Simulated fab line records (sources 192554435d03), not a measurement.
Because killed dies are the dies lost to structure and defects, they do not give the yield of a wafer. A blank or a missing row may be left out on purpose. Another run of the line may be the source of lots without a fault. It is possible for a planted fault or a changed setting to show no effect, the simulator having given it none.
Lot-split experiment	flow n5Finfet	route with 1938 steps; 7 lots, 39 wafers read

THE SPLIT
At N5_SD_EPI_N_ETCH_45 (etches SiOCN in CH3F/O2, target depth 6 nm), the setting targetDepthA was moved away from the recipe's 60 angstrom on 12 of the 39 wafers read, by -10.8% to +12.4%. For the rest of the wafers, this setting stayed at what the recipe calls for.

The reading comes from the split's own step.

THE READING
etch.depthNm (the simulator's own value, which no gauge read), in nm, at N5_SD_EPI_N_ETCH_45 (etches SiOCN in CH3F/O2, target depth 6 nm). The file does not state a usual value for it. Average 6.074 nm, standard deviation 0.13 nm, over the 27 wafers here run with the recipe.

wafer	tool, chamber at the split	targetDepthA as run, angstrom	against the recipe	etch.depthNm, nm	against lot-mates on the recipe
L075.1	rieDiel-06, 3	53.54	-10.8%	5.285	-0.942
L075.2	rieDiel-06, 0	60	recipe	6.103	-
L075.3	rieDiel-06, 1	53.54	-10.8%	5.522	-0.705
L075.4	rieDiel-06, 2	60	recipe	6.32	-
L075.5	rieDiel-06, 3	53.54	-10.8%	5.26	-0.967
L075.6	rieDiel-06, 2	60	recipe	6.258	-
L077.1	rieDiel-06, 1	60	recipe	6.122	-
L077.2	rieDiel-06, 0	60	recipe	6.064	-
L077.3	rieDiel-06, 2	60	recipe	6.281	-
L077.4	rieDiel-06, 3	60	recipe	5.876	-
L077.5	rieDiel-06, 0	60	recipe	6.02	-
L077.6	rieDiel-06, 3	60	recipe	5.883	-
L080.1	rieDiel-01, 3	67.45	+12.4%	6.876	+0.775
L080.2	rieDiel-01, 0	60	recipe	6.118	-
L080.3	rieDiel-01, 1	67.45	+12.4%	6.59	+0.489
L080.4	rieDiel-01, 0	60	recipe	6.13	-
L080.5	rieDiel-01, 1	67.45	+12.4%	6.564	+0.463
L080.6	rieDiel-01, 3	60	recipe	6.055	-
L082.1	rieDiel-03, 1	60	recipe	5.974	-
L082.2	rieDiel-03, 2	60	recipe	5.907	-
L082.3	rieDiel-03, 3	60	recipe	6.043	-
L082.4	rieDiel-03, 0	60	recipe	6.013	-
L082.5	rieDiel-03, 1	60	recipe	5.981	-
L082.6	rieDiel-03, 2	60	recipe	5.889	-
L085.1	rieDiel-06, 1	60	recipe	6.125	-
L085.2	rieDiel-06, 2	60	recipe	6.276	-
L085.3	rieDiel-06, 3	54.22	-9.6%	5.295	-0.873
L085.4	rieDiel-06, 0	60	recipe	6.104	-
L085.5	rieDiel-06, 2	54.22	-9.6%	5.692	-0.476
L085.6	rieDiel-06, 3	54.22	-9.6%	5.271	-0.897
L090.1	rieDiel-03, 2	60	recipe	5.84	-
L090.2	rieDiel-03, 1	60	recipe	6.154	-
L090.3	rieDiel-03, 0	66.84	+11.4%	6.675	+0.665
L090.4	rieDiel-03, 3	66.84	+11.4%	6.607	+0.597
L090.5	rieDiel-03, 3	66.84	+11.4%	6.64	+0.630
L090.6	rieDiel-03, 0	60	recipe	6.036	-
L096.1	rieDiel-06, 1	60	recipe	6.07	-
L096.4	rieDiel-06, 2	60	recipe	6.188	-
L096.6	rieDiel-06, 2	60	recipe	6.172	-

FIT RESULTS
A straight line over all 39 wafers: etch.depthNm changes by +0.057 nm for each +1% of targetDepthA; r = +0.93; the points scatter about the line by 0.14 nm.
The same after taking each lot's own level away (the mean of its wafers on the recipe; 39 wafers): +0.0631 nm for each +1%; r = +0.95; scatter 0.14 nm.
That fit puts the effect of the largest move of targetDepthA on the reading at 0.78 nm.
From 5.9678 to 6.2270 nm: that is the span of the lots' own levels, equal to 2.0 times the standard deviation above.
So the lot-to-lot level changes the slope little: the two slopes agree.
Check: +0.729 nm against its lot-mates is what the line predicts for one of the wafers moved furthest among these (+12.4%) when that wafer is left out of the fit. Against them it came out at +0.775 nm.

ADDITIONAL SPLITS CARRIED BY THESE WAFERS
Before the reading, these wafers also passed through other splits. Each is held against what the fit with the lots' levels taken away leaves over:
other split on the same wafers	wafers away from the commonest value	r with etch.depthNm (lot level and that fit taken away)
N5_FIN_CUT_EXPOSE_05 doseMj	15	+0.17
N5_FIN_CUT_CUT_ETCH_15 targetDepthA	15	-0.14
N5_DUMMY_GATE_ETCH_42 biasW	15	+0.04

THE FILE'S OWN FIT
etch.depthNm changes by +0.0628 nm for each +1% of targetDepthA, r = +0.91.
